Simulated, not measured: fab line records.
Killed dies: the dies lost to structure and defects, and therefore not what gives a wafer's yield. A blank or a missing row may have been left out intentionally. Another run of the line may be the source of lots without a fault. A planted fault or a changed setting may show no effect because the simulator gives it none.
Which of the tools did it? / flow nand-harc / 12 lots with 36 wafers sampled at 5 steps, on a route of 1302 steps

## WHAT EACH GAUGE READ, for each wafer
NHARC_A_M0_INSPECT_27. Usual: raw-defect-count at 525, with a standard deviation of 130.
lot=L398; measured=day 23 13:04; on=defect-inspect-01; raw-defect-count=415 417 542; flag=
lot=L396; measured=day 23 14:39; on=defect-inspect-01; raw-defect-count=738 618 709; flag=
lot=L395; measured=day 23 17:02; on=defect-inspect-02; raw-defect-count=481 504 463; flag=
lot=L397; measured=day 23 20:43; on=defect-inspect-01; raw-defect-count=392 583 599; flag=
lot=L400; measured=day 24 12:32; on=defect-inspect-01; raw-defect-count=560 488 488; flag=
lot=L399; measured=day 24 13:31; on=defect-inspect-01; raw-defect-count=529 637 476; flag=
lot=L401; measured=day 25 12:27; on=defect-inspect-01; raw-defect-count=539 417 492; flag=
lot=L403; measured=day 27 22:17; on=defect-inspect-01; raw-defect-count=421 418 536; flag=
lot=L409; measured=day 28 18:12; on=defect-inspect-02; raw-defect-count=470 511 602; flag=
lot=L417; measured=day 31 19:53; on=defect-inspect-01; raw-defect-count=472 446 490; flag=
lot=L416; measured=day 32 13:01; on=defect-inspect-01; raw-defect-count=371 374 463; flag=
lot=L418; measured=day 33 07:30; on=defect-inspect-02; raw-defect-count=464 428 559; flag=

## EACH LOT AND THE TOOL THAT RAN IT (in order: tool; ch and the chambers of the sampled wafers; start)
lot=L398; NHARC_A_BLC_DEGAS_30=pvd-sputter-01, day 23 07:59; NHARC_A_BLC_CVD_24=cvd-w-02 ch 0,1, day 23 11:43 or earlier; NHARC_A_M0_ECD_22=ecd-cu-01 ch 0,1, day 23 11:43; NHARC_A_M0_CMP_23=cmp-04 ch 1,2,3, day 23 12:37
lot=L396; NHARC_A_BLC_DEGAS_30=pvd-sputter-03, day 23 09:41; NHARC_A_BLC_CVD_24=cvd-w-01 ch 0,1, day 23 13:28 or earlier; NHARC_A_M0_ECD_22=ecd-cu-02 ch 0,1, day 23 13:28; NHARC_A_M0_CMP_23=cmp-01 ch 0,2, day 23 14:10
lot=L395; NHARC_A_BLC_DEGAS_30=pvd-sputter-03, day 23 12:05; NHARC_A_BLC_CVD_24=cvd-w-02 ch 0,1, day 23 15:53 or earlier; NHARC_A_M0_ECD_22=ecd-cu-02 ch 0,1, day 23 15:53; NHARC_A_M0_CMP_23=cmp-02 ch 1,3, day 23 16:35
lot=L397; NHARC_A_BLC_DEGAS_30=pvd-sputter-03, day 23 15:46; NHARC_A_BLC_CVD_24=cvd-w-01 ch 0,1, day 23 19:31 or earlier; NHARC_A_M0_ECD_22=ecd-cu-02 ch 0,1, day 23 19:31; NHARC_A_M0_CMP_23=cmp-04 ch 0,2,3, day 23 20:14
lot=L400; NHARC_A_BLC_DEGAS_30=pvd-sputter-01, day 24 07:43; NHARC_A_BLC_CVD_24=cvd-w-01 ch 0,1, day 24 11:20 or earlier; NHARC_A_M0_ECD_22=ecd-cu-02 ch 0,1, day 24 11:20; NHARC_A_M0_CMP_23=cmp-02 ch 0,2,3, day 24 12:04
lot=L399; NHARC_A_BLC_DEGAS_30=pvd-sputter-03, day 24 08:35; NHARC_A_BLC_CVD_24=cvd-w-02 ch 0, day 24 12:19 or earlier; NHARC_A_M0_ECD_22=ecd-cu-01 ch 0,1, day 24 12:19; NHARC_A_M0_CMP_23=cmp-04 ch 0,2,3, day 24 13:04
lot=L401; NHARC_A_BLC_DEGAS_30=pvd-sputter-02, day 25 07:05; NHARC_A_BLC_CVD_24=cvd-w-02 ch 0, day 25 11:15 or earlier; NHARC_A_M0_ECD_22=ecd-cu-02 ch 0, day 25 11:15; NHARC_A_M0_CMP_23=cmp-01 ch 0,1,3, day 25 11:59
lot=L403; NHARC_A_BLC_DEGAS_30=pvd-sputter-01, day 27 17:18; NHARC_A_BLC_CVD_24=cvd-w-01 ch 0,1, day 27 21:05 or earlier; NHARC_A_M0_ECD_22=ecd-cu-02 ch 0,1, day 27 21:05; NHARC_A_M0_CMP_23=cmp-01 ch 1,2,3, day 27 21:50
lot=L409; NHARC_A_BLC_DEGAS_30=pvd-sputter-03, day 28 13:06; NHARC_A_BLC_CVD_24=cvd-w-01 ch 0,1, day 28 16:57 or earlier; NHARC_A_M0_ECD_22=ecd-cu-01 ch 0,1, day 28 16:57; NHARC_A_M0_CMP_23=cmp-04 ch 0,1,3, day 28 17:41
lot=L417; NHARC_A_BLC_DEGAS_30=pvd-sputter-03, day 31 15:03; NHARC_A_BLC_CVD_24=cvd-w-02 ch 0,1, day 31 18:45 or earlier; NHARC_A_M0_ECD_22=ecd-cu-02 ch 0,1, day 31 18:45; NHARC_A_M0_CMP_23=cmp-02 ch 1,2, day 31 19:25
lot=L416; NHARC_A_BLC_DEGAS_30=pvd-sputter-01, day 32 08:09; NHARC_A_BLC_CVD_24=cvd-w-02 ch 0,1, day 32 11:49 or earlier; NHARC_A_M0_ECD_22=ecd-cu-02 ch 0,1, day 32 11:49; NHARC_A_M0_CMP_23=cmp-01 ch 0,2,3, day 32 12:32
lot=L418; NHARC_A_BLC_DEGAS_30=pvd-sputter-02, day 33 02:20; NHARC_A_BLC_CVD_24=cvd-w-02 ch 0,1, day 33 06:25 or earlier; NHARC_A_M0_ECD_22=ecd-cu-01 ch 0,1, day 33 06:25; NHARC_A_M0_CMP_23=cmp-02 ch 0,3, day 33 07:02
- NHARC_A_BLC_DEGAS_30: time 60 s.
- NHARC_A_BLC_CVD_24: deposits W, target thk 150 nm, time 434 s.
- NHARC_A_M0_ECD_22: material Cu, target thk 400 nm.
- NHARC_A_M0_CMP_23: polishes, t overpolish 20 s, target thk 113.75 nm.

## WHAT THE TOOLS THEMSELVES READ (means of the sampled wafers that have a number; where no wafer has one, the mark that the record gives instead)
NHARC_A_BLC_DEGAS_30. Usual: heater-power-w at 490 W, with a standard deviation of 72.
lot=L398; tool=pvd-sputter-01; heater-power-w (W)=517; flag=
lot=L396; tool=pvd-sputter-03; heater-power-w (W)=497; flag=
lot=L395; tool=pvd-sputter-03; heater-power-w (W)=476; flag=
lot=L397; tool=pvd-sputter-03; heater-power-w (W)=487; flag=
lot=L400; tool=pvd-sputter-01; heater-power-w (W)=464; flag=
lot=L399; tool=pvd-sputter-03; heater-power-w (W)=525; flag=
lot=L401; tool=pvd-sputter-02; heater-power-w (W)=466; flag=
lot=L403; tool=pvd-sputter-01; heater-power-w (W)=504; flag=
lot=L409; tool=pvd-sputter-03; heater-power-w (W)=505; flag=
lot=L417; tool=pvd-sputter-03; heater-power-w (W)=398; flag=
lot=L416; tool=pvd-sputter-01; heater-power-w (W)=539; flag=
lot=L418; tool=pvd-sputter-02; heater-power-w (W)=483; flag=

NHARC_A_BLC_CVD_24. Usual: heater-power-w 481 W, standard deviation 48; throttle-valve-pct 7.9 %, standard deviation 0.32.
lot=L398; tool=cvd-w-02; heater-power-w (W)=494; throttle-valve-pct (%)=8.0; flag=
lot=L396; tool=cvd-w-01; heater-power-w (W)=411; throttle-valve-pct (%)=8.0; flag=
lot=L395; tool=cvd-w-02; heater-power-w (W)=497; throttle-valve-pct (%)=7.9; flag=
lot=L397; tool=cvd-w-01; heater-power-w (W)=429; throttle-valve-pct (%)=8.1; flag=
lot=L400; tool=cvd-w-01; heater-power-w (W)=426; throttle-valve-pct (%)=7.8; flag=
lot=L399; tool=cvd-w-02; heater-power-w (W)=498; throttle-valve-pct (%)=8.1; flag=
lot=L401; tool=cvd-w-02; heater-power-w (W)=497; throttle-valve-pct (%)=8.0; flag=
lot=L403; tool=cvd-w-01; heater-power-w (W)=424; throttle-valve-pct (%)=7.8; flag=
lot=L409; tool=cvd-w-01; heater-power-w (W)=427; throttle-valve-pct (%)=7.8; flag=
lot=L417; tool=cvd-w-02; heater-power-w (W)=524; throttle-valve-pct (%)=7.9; flag=
lot=L416; tool=cvd-w-02; heater-power-w (W)=519; throttle-valve-pct (%)=7.9; flag=
lot=L418; tool=cvd-w-02; heater-power-w (W)=519; throttle-valve-pct (%)=7.9; flag=

NHARC_A_M0_ECD_22. Usual: bath-temp-c at 24.98 C, with a standard deviation of 0.11.
lot=L398; tool=ecd-cu-01; bath-temp-c (C)=24.97; flag=
lot=L396; tool=ecd-cu-02; bath-temp-c (C)=24.84; flag=
lot=L395; tool=ecd-cu-02; bath-temp-c (C)=25.00; flag=
lot=L397; tool=ecd-cu-02; bath-temp-c (C)=24.98; flag=
lot=L400; tool=ecd-cu-02; bath-temp-c (C)=24.99; flag=
lot=L399; tool=ecd-cu-01; bath-temp-c (C)=25.08; flag=
lot=L401; tool=ecd-cu-02; bath-temp-c (C)=24.86; flag=
lot=L403; tool=ecd-cu-02; bath-temp-c (C)=25.02; flag=
lot=L409; tool=ecd-cu-01; bath-temp-c (C)=25.05; flag=
lot=L417; tool=ecd-cu-02; bath-temp-c (C)=24.97; flag=
lot=L416; tool=ecd-cu-02; bath-temp-c (C)=25.07; flag=
lot=L418; tool=ecd-cu-01; bath-temp-c (C)=24.97; flag=

NHARC_A_M0_CMP_23. Usual: motor-current-A 12.5 A, standard deviation 1.4; retaining-ring-pressure-frac 1.000, standard deviation 0.0046; time-to-endpoint-s 29.1 s, standard deviation 2.2.
lot=L398; tool=cmp-04; motor-current-A (A)=11.6; retaining-ring-pressure-frac=0.998; time-to-endpoint-s (s)=28.3; flag=
lot=L396; tool=cmp-01; motor-current-A (A)=12.9; retaining-ring-pressure-frac=0.999; time-to-endpoint-s (s)=26.9; flag=
lot=L395; tool=cmp-02; motor-current-A (A)=11.5; retaining-ring-pressure-frac=0.996; time-to-endpoint-s (s)=27.0; flag=
lot=L397; tool=cmp-04; motor-current-A (A)=11.8; retaining-ring-pressure-frac=1.001; time-to-endpoint-s (s)=26.5; flag=
lot=L400; tool=cmp-02; motor-current-A (A)=12.1; retaining-ring-pressure-frac=1.000; time-to-endpoint-s (s)=28.9; flag=
lot=L399; tool=cmp-04; motor-current-A (A)=12.0; retaining-ring-pressure-frac=0.999; time-to-endpoint-s (s)=32.6; flag=
lot=L401; tool=cmp-01; motor-current-A (A)=13.6; retaining-ring-pressure-frac=1.000; time-to-endpoint-s (s)=27.5; flag=
lot=L403; tool=cmp-01; motor-current-A (A)=13.0; retaining-ring-pressure-frac=1.004; time-to-endpoint-s (s)=28.1; flag=
lot=L409; tool=cmp-04; motor-current-A (A)=13.2; retaining-ring-pressure-frac=1.001; time-to-endpoint-s (s)=27.8; flag=
lot=L417; tool=cmp-02; motor-current-A (A)=12.7; retaining-ring-pressure-frac=1.001; time-to-endpoint-s (s)=30.1; flag=
lot=L416; tool=cmp-01; motor-current-A (A)=12.7; retaining-ring-pressure-frac=0.999; time-to-endpoint-s (s)=26.2; flag=
lot=L418; tool=cmp-02; motor-current-A (A)=12.6; retaining-ring-pressure-frac=0.998; time-to-endpoint-s (s)=27.1; flag=

## THE ANSWER, worked out from the rows above alone
Rule: a lot counts as off when the mean over its wafers that have a number is more than 3 standard deviations away from the usual mean. Also off: a lot with no number at a reading for which 4 or more lots have one. Where the step has rows for the other lots, those lots are counted as sound. After the gauges, taken in route order, come the tools' own readings; for these a lot's mean is taken, as printed above. At the first step where some lot is off, the reading lying furthest off is the one used; lots without a number count as furthest.
No lot is off on any of the readings shown, so nothing can be concluded from this.

## WHAT THE SIMULATOR PUT IN
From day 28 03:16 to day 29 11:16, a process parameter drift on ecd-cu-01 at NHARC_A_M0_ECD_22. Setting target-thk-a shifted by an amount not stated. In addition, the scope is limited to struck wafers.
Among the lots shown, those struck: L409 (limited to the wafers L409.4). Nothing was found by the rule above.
